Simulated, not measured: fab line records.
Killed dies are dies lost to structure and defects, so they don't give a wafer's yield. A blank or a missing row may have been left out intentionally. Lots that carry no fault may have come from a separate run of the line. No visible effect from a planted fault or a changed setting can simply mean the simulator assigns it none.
The tool behind it: which one? / flow n5-finfet / 24 lots, 72 wafers sampled, at 3 steps of a route of 1938

== WHAT THE GAUGES SHOWED, per wafer ==
N5_BEOL_M2_OCD_MEAS_38. Usual: trench-depth-nm reads 55.8 nm (standard deviation 0.75).
lot=L074; measured=day 7 07:07; on=ocd-01; trench-depth-nm (nm)=56.8 56.0 55.3; flag=
lot=L075; measured=day 7 07:43; on=ocd-02; trench-depth-nm (nm)=56.3 55.7 54.5; flag=
lot=L076; measured=day 7 11:56; on=ocd-01; trench-depth-nm (nm)=56.4 56.3 55.6; flag=
lot=L077; measured=day 8 03:40; on=ocd-01; trench-depth-nm (nm)=56.0 56.0 56.1; flag=
lot=L078; measured=day 8 11:32; on=ocd-02; trench-depth-nm (nm)=56.8 55.8 56.7; flag=
lot=L079; measured=day 8 03:38; on=ocd-01; trench-depth-nm (nm)=56.7 55.7 56.6; flag=
lot=L081; measured=day 9 03:44; on=ocd-02; trench-depth-nm (nm)=54.8 56.2 55.2; flag=
lot=L080; measured=day 9 09:04; on=ocd-01; trench-depth-nm (nm)=56.8 55.8 55.7; flag=
lot=L083; measured=day 9 09:16; on=ocd-02; trench-depth-nm (nm)=55.6 56.7 56.5; flag=
lot=L082; measured=day 10 02:02; on=ocd-01; trench-depth-nm (nm)=55.3 56.2 56.3; flag=
lot=L084; measured=day 10 06:19; on=ocd-01; trench-depth-nm (nm)=56.5 54.7 56.2; flag=
lot=L085; measured=day 10 09:40; on=ocd-01; trench-depth-nm (nm)=57.4 55.8 56.4; flag=
lot=L086; measured=day 10 10:08; on=ocd-01; trench-depth-nm (nm)=55.7 54.5 54.3; flag=
lot=L087; measured=day 10 10:25; on=ocd-01; trench-depth-nm (nm)=55.9 55.6 56.3; flag=
lot=L089; measured=day 10 19:42; on=ocd-01; trench-depth-nm (nm)=55.9 55.1 57.1; flag=
lot=L088; measured=day 11 01:13; on=ocd-01; trench-depth-nm (nm)=55.0 55.8 56.0; flag=
lot=L090; measured=day 11 06:10; on=ocd-01; trench-depth-nm (nm)=54.4 54.9 54.6; flag=
lot=L091; measured=day 11 06:14; on=ocd-01; trench-depth-nm (nm)=55.4 56.0 55.5; flag=
lot=L092; measured=day 12 00:52; on=ocd-01; trench-depth-nm (nm)=57.3 54.9 56.7; flag=
lot=L093; measured=day 12 05:01; on=ocd-02; trench-depth-nm (nm)=56.3 56.2 55.9; flag=
lot=L094; measured=day 12 10:20; on=ocd-01; trench-depth-nm (nm)=55.4 55.8 55.9; flag=
lot=L095; measured=day 13 03:49; on=ocd-01; trench-depth-nm (nm)=56.7 55.8 55.0; flag=
lot=L096; measured=day 13 13:02; on=ocd-02; trench-depth-nm (nm)=54.0 56.0 54.9; flag=
lot=L097; measured=day 13 22:02; on=ocd-01; trench-depth-nm (nm)=56.1 55.8 55.4; flag=

== WHICH TOOL RAN EACH LOT (tool, then ch and the chambers of the sampled wafers, then the start) ==
lot=L074; N5_BEOL_M2_STRIP_19=rie-diel-03 ch 1,3, day 6 16:00; N5_BEOL_M2_TRENCH_ETCH_37=rie-diel-03 ch 1,2,3, day 7 07:07 or earlier
lot=L075; N5_BEOL_M2_STRIP_19=rie-diel-03 ch 1,2,3, day 7 02:16; N5_BEOL_M2_TRENCH_ETCH_37=rie-diel-04 ch 0,2,3, day 7 07:43 or earlier
lot=L076; N5_BEOL_M2_STRIP_19=rie-diel-01 ch 0,1,3, day 7 02:46; N5_BEOL_M2_TRENCH_ETCH_37=rie-diel-01 ch 0,1,2, day 7 11:56 or earlier
lot=L077; N5_BEOL_M2_STRIP_19=rie-diel-03 ch 0,3, day 7 08:16; N5_BEOL_M2_TRENCH_ETCH_37=rie-diel-04 ch 0,1,2, day 8 03:40 or earlier
lot=L078; N5_BEOL_M2_STRIP_19=rie-diel-04 ch 1,2,3, day 7 08:43; N5_BEOL_M2_TRENCH_ETCH_37=rie-diel-01 ch 2,3, day 8 11:32 or earlier
lot=L079; N5_BEOL_M2_STRIP_19=rie-diel-01 ch 0,2,3, day 7 17:47; N5_BEOL_M2_TRENCH_ETCH_37=rie-diel-01 ch 2,3, day 8 03:38 or earlier
lot=L081; N5_BEOL_M2_STRIP_19=rie-diel-04 ch 0,2, day 8 21:05; N5_BEOL_M2_TRENCH_ETCH_37=rie-diel-03 ch 1,2, day 9 03:44 or earlier
lot=L080; N5_BEOL_M2_STRIP_19=rie-diel-01 ch 0,2, day 8 21:35; N5_BEOL_M2_TRENCH_ETCH_37=rie-diel-01 ch 0,1,3, day 9 09:04 or earlier
lot=L083; N5_BEOL_M2_STRIP_19=rie-diel-03 ch 0,1, day 8 22:29; N5_BEOL_M2_TRENCH_ETCH_37=rie-diel-04 ch 1,2, day 9 09:16 or earlier
lot=L082; N5_BEOL_M2_STRIP_19=rie-diel-01 ch 0,1,2, day 8 22:41; N5_BEOL_M2_TRENCH_ETCH_37=rie-diel-01 ch 0,2,3, day 10 02:02 or earlier
lot=L084; N5_BEOL_M2_STRIP_19=rie-diel-03 ch 0,1, day 9 04:10; N5_BEOL_M2_TRENCH_ETCH_37=rie-diel-01 ch 0,3, day 10 06:19 or earlier
lot=L085; N5_BEOL_M2_STRIP_19=rie-diel-03 ch 0,3, day 9 19:04; N5_BEOL_M2_TRENCH_ETCH_37=rie-diel-04 ch 1,2,3, day 10 09:40 or earlier
lot=L086; N5_BEOL_M2_STRIP_19=rie-diel-03 ch 1,2,3, day 9 19:49; N5_BEOL_M2_TRENCH_ETCH_37=rie-diel-04 ch 0,1,2, day 10 10:08 or earlier
lot=L087; N5_BEOL_M2_STRIP_19=rie-diel-01 ch 0,1, day 10 04:10; N5_BEOL_M2_TRENCH_ETCH_37=rie-diel-01 ch 1,2, day 10 10:25 or earlier
lot=L089; N5_BEOL_M2_STRIP_19=rie-diel-01 ch 0,1, day 10 08:00; N5_BEOL_M2_TRENCH_ETCH_37=rie-diel-04 ch 1,2,3, day 10 19:42 or earlier
lot=L088; N5_BEOL_M2_STRIP_19=rie-diel-01 ch 0,3, day 10 14:29; N5_BEOL_M2_TRENCH_ETCH_37=rie-diel-03 ch 0,3, day 11 01:13 or earlier
lot=L090; N5_BEOL_M2_STRIP_19=rie-diel-01 ch 0,1,3, day 11 02:05; N5_BEOL_M2_TRENCH_ETCH_37=rie-diel-03 ch 2,3, day 11 06:10 or earlier
lot=L091; N5_BEOL_M2_STRIP_19=rie-diel-04 ch 0,1,2, day 11 02:59; N5_BEOL_M2_TRENCH_ETCH_37=rie-diel-04 ch 0,1,2, day 11 06:14 or earlier
lot=L092; N5_BEOL_M2_STRIP_19=rie-diel-01 ch 2,3, day 11 19:58; N5_BEOL_M2_TRENCH_ETCH_37=rie-diel-04 ch 1,3, day 12 00:52 or earlier
lot=L093; N5_BEOL_M2_STRIP_19=rie-diel-03 ch 1,2,3, day 11 21:40; N5_BEOL_M2_TRENCH_ETCH_37=rie-diel-01 ch 1,2,3, day 12 05:01 or earlier
lot=L094; N5_BEOL_M2_STRIP_19=rie-diel-01 ch 1,2,3, day 12 02:00; N5_BEOL_M2_TRENCH_ETCH_37=rie-diel-01 ch 0,1, day 12 10:20 or earlier
lot=L095; N5_BEOL_M2_STRIP_19=rie-diel-01 ch 0,2,3, day 12 12:25; N5_BEOL_M2_TRENCH_ETCH_37=rie-diel-04 ch 0,3, day 13 03:49 or earlier
lot=L096; N5_BEOL_M2_STRIP_19=rie-diel-01 ch 0,2, day 12 20:47; N5_BEOL_M2_TRENCH_ETCH_37=rie-diel-03 ch 1,2, day 13 13:02 or earlier
lot=L097; N5_BEOL_M2_STRIP_19=rie-diel-04 ch 0,2,3, day 13 08:37; N5_BEOL_M2_TRENCH_ETCH_37=rie-diel-01 ch 0,1,2, day 13 22:02 or earlier
- N5_BEOL_M2_STRIP_19: strips in O2.
- N5_BEOL_M2_TRENCH_ETCH_37: etches SiOC in C4F6/O2, target depth 55.555 nm, time 29.2 s.

== AS READ BY THE TOOLS THEMSELVES (means over the sampled wafers that have a number; for cases with no such wafer, the mark the record gives instead) ==
N5_BEOL_M2_STRIP_19. Usual: drypump-motor-current-A 5.6 A, standard deviation 0.51; oes-product-au 0.83 a.u., standard deviation 0.078; rf-vpp-V 3.6 V, standard deviation 0.42; showerhead-plenum-p-Torr 2.13 Torr, standard deviation 0.085; throttle-valve-pct 16.62 %, standard deviation 0.16.
lot=L074; tool=rie-diel-03; drypump-motor-current-A (A)=5.4; oes-product-au (a.u.)=0.78; rf-vpp-V (V)=3.4; showerhead-plenum-p-Torr (Torr)=2.19; throttle-valve-pct (%)=16.81; flag=
lot=L075; tool=rie-diel-03; drypump-motor-current-A (A)=5.5; oes-product-au (a.u.)=0.78; rf-vpp-V (V)=3.7; showerhead-plenum-p-Torr (Torr)=2.13; throttle-valve-pct (%)=16.76; flag=
lot=L076; tool=rie-diel-01; drypump-motor-current-A (A)=5.7; oes-product-au (a.u.)=0.88; rf-vpp-V (V)=3.4; showerhead-plenum-p-Torr (Torr)=2.14; throttle-valve-pct (%)=16.57; flag=
lot=L077; tool=rie-diel-03; drypump-motor-current-A (A)=5.3; oes-product-au (a.u.)=0.69; rf-vpp-V (V)=3.2; showerhead-plenum-p-Torr (Torr)=2.09; throttle-valve-pct (%)=16.78; flag=
lot=L078; tool=rie-diel-04; drypump-motor-current-A (A)=5.7; oes-product-au (a.u.)=0.80; rf-vpp-V (V)=3.7; showerhead-plenum-p-Torr (Torr)=2.11; throttle-valve-pct (%)=16.57; flag=
lot=L079; tool=rie-diel-01; drypump-motor-current-A (A)=5.8; oes-product-au (a.u.)=0.89; rf-vpp-V (V)=3.4; showerhead-plenum-p-Torr (Torr)=2.14; throttle-valve-pct (%)=16.56; flag=
lot=L081; tool=rie-diel-04; drypump-motor-current-A (A)=5.8; oes-product-au (a.u.)=0.82; rf-vpp-V (V)=4.1; showerhead-plenum-p-Torr (Torr)=2.10; throttle-valve-pct (%)=16.50; flag=
lot=L080; tool=rie-diel-01; drypump-motor-current-A (A)=5.4; oes-product-au (a.u.)=0.88; rf-vpp-V (V)=3.3; showerhead-plenum-p-Torr (Torr)=2.19; throttle-valve-pct (%)=16.51; flag=
lot=L083; tool=rie-diel-03; drypump-motor-current-A (A)=6.2; oes-product-au (a.u.)=0.91; rf-vpp-V (V)=3.6; showerhead-plenum-p-Torr (Torr)=2.16; throttle-valve-pct (%)=16.48; flag=
lot=L082; tool=rie-diel-01; drypump-motor-current-A (A)=5.4; oes-product-au (a.u.)=0.87; rf-vpp-V (V)=3.3; showerhead-plenum-p-Torr (Torr)=2.19; throttle-valve-pct (%)=16.53; flag=
lot=L084; tool=rie-diel-03; drypump-motor-current-A (A)=5.8; oes-product-au (a.u.)=0.93; rf-vpp-V (V)=3.5; showerhead-plenum-p-Torr (Torr)=2.10; throttle-valve-pct (%)=16.38; flag=
lot=L085; tool=rie-diel-03; drypump-motor-current-A (A)=5.0; oes-product-au (a.u.)=0.79; rf-vpp-V (V)=3.5; showerhead-plenum-p-Torr (Torr)=2.12; throttle-valve-pct (%)=16.75; flag=
lot=L086; tool=rie-diel-03; drypump-motor-current-A (A)=5.5; oes-product-au (a.u.)=0.76; rf-vpp-V (V)=3.8; showerhead-plenum-p-Torr (Torr)=2.12; throttle-valve-pct (%)=16.79; flag=
lot=L087; tool=rie-diel-01; drypump-motor-current-A (A)=5.3; oes-product-au (a.u.)=0.84; rf-vpp-V (V)=3.6; showerhead-plenum-p-Torr (Torr)=2.18; throttle-valve-pct (%)=16.56; flag=
lot=L089; tool=rie-diel-01; drypump-motor-current-A (A)=5.5; oes-product-au (a.u.)=0.82; rf-vpp-V (V)=3.5; showerhead-plenum-p-Torr (Torr)=2.15; throttle-valve-pct (%)=16.58; flag=
lot=L088; tool=rie-diel-01; drypump-motor-current-A (A)=6.1; oes-product-au (a.u.)=0.84; rf-vpp-V (V)=3.7; showerhead-plenum-p-Torr (Torr)=2.07; throttle-valve-pct (%)=16.65; flag=
lot=L090; tool=rie-diel-01; drypump-motor-current-A (A)=5.7; oes-product-au (a.u.)=0.84; rf-vpp-V (V)=3.2; showerhead-plenum-p-Torr (Torr)=2.13; throttle-valve-pct (%)=16.63; flag=
lot=L091; tool=rie-diel-04; drypump-motor-current-A (A)=5.5; oes-product-au (a.u.)=0.83; rf-vpp-V (V)=3.4; showerhead-plenum-p-Torr (Torr)=2.13; throttle-valve-pct (%)=16.48; flag=
lot=L092; tool=rie-diel-01; drypump-motor-current-A (A)=6.0; oes-product-au (a.u.)=0.86; rf-vpp-V (V)=3.6; showerhead-plenum-p-Torr (Torr)=2.11; throttle-valve-pct (%)=16.66; flag=
lot=L093; tool=rie-diel-03; drypump-motor-current-A (A)=5.6; oes-product-au (a.u.)=0.74; rf-vpp-V (V)=3.8; showerhead-plenum-p-Torr (Torr)=2.11; throttle-valve-pct (%)=16.82; flag=
lot=L094; tool=rie-diel-01; drypump-motor-current-A (A)=5.6; oes-product-au (a.u.)=0.85; rf-vpp-V (V)=3.4; showerhead-plenum-p-Torr (Torr)=2.16; throttle-valve-pct (%)=16.61; flag=
lot=L095; tool=rie-diel-01; drypump-motor-current-A (A)=5.8; oes-product-au (a.u.)=0.83; rf-vpp-V (V)=3.8; showerhead-plenum-p-Torr (Torr)=2.13; throttle-valve-pct (%)=16.63; flag=
lot=L096; tool=rie-diel-01; drypump-motor-current-A (A)=5.6; oes-product-au (a.u.)=0.80; rf-vpp-V (V)=3.6; showerhead-plenum-p-Torr (Torr)=2.14; throttle-valve-pct (%)=16.59; flag=
lot=L097; tool=rie-diel-04; drypump-motor-current-A (A)=5.8; oes-product-au (a.u.)=0.84; rf-vpp-V (V)=3.8; showerhead-plenum-p-Torr (Torr)=2.12; throttle-valve-pct (%)=16.57; flag=

N5_BEOL_M2_TRENCH_ETCH_37. Usual: bias-w is 185.0 W with standard deviation 0.55, drypump-motor-current-A is 5.6 A with standard deviation 0.49, oes_ar_750_au is 0.84 a.u. with standard deviation 0.07, oes-product-au is 0.84 a.u. with standard deviation 0.074, rf-vpp-V is 668 V with standard deviation 7.4, showerhead-plenum-p-Torr is 2.90 Torr with standard deviation 0.11, and throttle-valve-pct is 20.79 % with standard deviation 0.18.
lot=L074; tool=rie-diel-03; bias-w (W)=184.9; drypump-motor-current-A (A)=5.5; oes_ar_750_au (a.u.)=0.78; oes-product-au (a.u.)=0.79; rf-vpp-V (V)=668; showerhead-plenum-p-Torr (Torr)=2.89; throttle-valve-pct (%)=20.98; flag=
lot=L075; tool=rie-diel-04; bias-w (W)=185.4; drypump-motor-current-A (A)=5.8; oes_ar_750_au (a.u.)=0.80; oes-product-au (a.u.)=0.80; rf-vpp-V (V)=665; showerhead-plenum-p-Torr (Torr)=2.79; throttle-valve-pct (%)=20.84; flag=
lot=L076; tool=rie-diel-01; bias-w (W)=185.3; drypump-motor-current-A (A)=5.4; oes_ar_750_au (a.u.)=0.88; oes-product-au (a.u.)=0.88; rf-vpp-V (V)=672; showerhead-plenum-p-Torr (Torr)=2.97; throttle-valve-pct (%)=20.75; flag=
lot=L077; tool=rie-diel-04; bias-w (W)=185.1; drypump-motor-current-A (A)=5.5; oes_ar_750_au (a.u.)=0.86; oes-product-au (a.u.)=0.87; rf-vpp-V (V)=669; showerhead-plenum-p-Torr (Torr)=2.89; throttle-valve-pct (%)=20.61; flag=
lot=L078; tool=rie-diel-01; bias-w (W)=185.0; drypump-motor-current-A (A)=5.6; oes_ar_750_au (a.u.)=0.91; oes-product-au (a.u.)=0.92; rf-vpp-V (V)=667; showerhead-plenum-p-Torr (Torr)=2.95; throttle-valve-pct (%)=20.79; flag=
lot=L079; tool=rie-diel-01; bias-w (W)=185.1; drypump-motor-current-A (A)=5.7; oes_ar_750_au (a.u.)=0.91; oes-product-au (a.u.)=0.92; rf-vpp-V (V)=667; showerhead-plenum-p-Torr (Torr)=2.95; throttle-valve-pct (%)=20.78; flag=
lot=L081; tool=rie-diel-03; bias-w (W)=184.9; drypump-motor-current-A (A)=5.7; oes_ar_750_au (a.u.)=0.76; oes-product-au (a.u.)=0.76; rf-vpp-V (V)=665; showerhead-plenum-p-Torr (Torr)=2.81; throttle-valve-pct (%)=20.96; flag=
lot=L080; tool=rie-diel-01; bias-w (W)=185.2; drypump-motor-current-A (A)=5.7; oes_ar_750_au (a.u.)=0.84; oes-product-au (a.u.)=0.85; rf-vpp-V (V)=668; showerhead-plenum-p-Torr (Torr)=2.89; throttle-valve-pct (%)=20.82; flag=
lot=L083; tool=rie-diel-04; bias-w (W)=184.7; drypump-motor-current-A (A)=5.8; oes_ar_750_au (a.u.)=0.81; oes-product-au (a.u.)=0.83; rf-vpp-V (V)=661; showerhead-plenum-p-Torr (Torr)=2.91; throttle-valve-pct (%)=20.57; flag=
lot=L082; tool=rie-diel-01; bias-w (W)=185.0; drypump-motor-current-A (A)=5.8; oes_ar_750_au (a.u.)=0.85; oes-product-au (a.u.)=0.85; rf-vpp-V (V)=666; showerhead-plenum-p-Torr (Torr)=2.89; throttle-valve-pct (%)=20.79; flag=
lot=L084; tool=rie-diel-01; bias-w (W)=184.7; drypump-motor-current-A (A)=6.1; oes_ar_750_au (a.u.)=0.84; oes-product-au (a.u.)=0.84; rf-vpp-V (V)=660; showerhead-plenum-p-Torr (Torr)=2.81; throttle-valve-pct (%)=20.84; flag=
lot=L085; tool=rie-diel-04; bias-w (W)=185.7; drypump-motor-current-A (A)=5.7; oes_ar_750_au (a.u.)=0.87; oes-product-au (a.u.)=0.88; rf-vpp-V (V)=665; showerhead-plenum-p-Torr (Torr)=2.96; throttle-valve-pct (%)=20.66; flag=
lot=L086; tool=rie-diel-04; bias-w (W)=185.4; drypump-motor-current-A (A)=5.5; oes_ar_750_au (a.u.)=0.83; oes-product-au (a.u.)=0.83; rf-vpp-V (V)=669; showerhead-plenum-p-Torr (Torr)=2.88; throttle-valve-pct (%)=20.63; flag=
lot=L087; tool=rie-diel-01; bias-w (W)=184.6; drypump-motor-current-A (A)=5.2; oes_ar_750_au (a.u.)=0.87; oes-product-au (a.u.)=0.88; rf-vpp-V (V)=673; showerhead-plenum-p-Torr (Torr)=3.02; throttle-valve-pct (%)=20.76; flag=
lot=L089; tool=rie-diel-04; bias-w (W)=185.1; drypump-motor-current-A (A)=5.7; oes_ar_750_au (a.u.)=0.86; oes-product-au (a.u.)=0.86; rf-vpp-V (V)=665; showerhead-plenum-p-Torr (Torr)=2.96; throttle-valve-pct (%)=20.66; flag=
lot=L088; tool=rie-diel-03; bias-w (W)=185.2; drypump-motor-current-A (A)=5.3; oes_ar_750_au (a.u.)=0.86; oes-product-au (a.u.)=0.86; rf-vpp-V (V)=666; showerhead-plenum-p-Torr (Torr)=2.83; throttle-valve-pct (%)=20.72; flag=
lot=L090; tool=rie-diel-03; bias-w (W)=184.9; drypump-motor-current-A (A)=5.0; oes_ar_750_au (a.u.)=0.71; oes-product-au (a.u.)=0.71; rf-vpp-V (V)=667; showerhead-plenum-p-Torr (Torr)=2.86; throttle-valve-pct (%)=21.14; flag=
lot=L091; tool=rie-diel-04; bias-w (W)=185.5; drypump-motor-current-A (A)=5.5; oes_ar_750_au (a.u.)=0.82; oes-product-au (a.u.)=0.82; rf-vpp-V (V)=669; showerhead-plenum-p-Torr (Torr)=2.88; throttle-valve-pct (%)=20.65; flag=
lot=L092; tool=rie-diel-04; bias-w (W)=184.2; drypump-motor-current-A (A)=5.7; oes_ar_750_au (a.u.)=0.89; oes-product-au (a.u.)=0.90; rf-vpp-V (V)=668; showerhead-plenum-p-Torr (Torr)=3.02; throttle-valve-pct (%)=20.76; flag=
lot=L093; tool=rie-diel-01; bias-w (W)=185.2; drypump-motor-current-A (A)=5.6; oes_ar_750_au (a.u.)=0.85; oes-product-au (a.u.)=0.85; rf-vpp-V (V)=668; showerhead-plenum-p-Torr (Torr)=2.93; throttle-valve-pct (%)=20.86; flag=
lot=L094; tool=rie-diel-01; bias-w (W)=184.8; drypump-motor-current-A (A)=5.3; oes_ar_750_au (a.u.)=0.82; oes-product-au (a.u.)=0.82; rf-vpp-V (V)=674; showerhead-plenum-p-Torr (Torr)=2.96; throttle-valve-pct (%)=20.82; flag=
lot=L095; tool=rie-diel-04; bias-w (W)=185.1; drypump-motor-current-A (A)=5.6; oes_ar_750_au (a.u.)=0.85; oes-product-au (a.u.)=0.86; rf-vpp-V (V)=677; showerhead-plenum-p-Torr (Torr)=2.85; throttle-valve-pct (%)=20.84; flag=
lot=L096; tool=rie-diel-03; bias-w (W)=184.7; drypump-motor-current-A (A)=6.1; oes_ar_750_au (a.u.)=0.77; oes-product-au (a.u.)=0.77; rf-vpp-V (V)=668; showerhead-plenum-p-Torr (Torr)=2.89; throttle-valve-pct (%)=20.94; flag=
lot=L097; tool=rie-diel-01; bias-w (W)=184.6; drypump-motor-current-A (A)=5.4; oes_ar_750_au (a.u.)=0.81; oes-product-au (a.u.)=0.81; rf-vpp-V (V)=672; showerhead-plenum-p-Torr (Torr)=2.95; throttle-valve-pct (%)=20.80; flag=

== THE ANSWER, worked out from the rows above alone ==
Rule: a lot counts as off when the mean over its wafers that have a number is more than 3 standard deviations away from the usual mean. Also off: a lot with no number at a reading for which 4 or more lots have one. Any other lot the step has rows for is counted as sound. First the gauges in route order, then the tools' own readings, where a lot's mean is used as printed above. At the first step where some lot is off, the reading lying furthest off is the one used; lots without a number count as furthest.
None of the lots is off at any reading shown; this tells nothing.

== WHAT WAS PUT IN BY THE SIMULATOR ==
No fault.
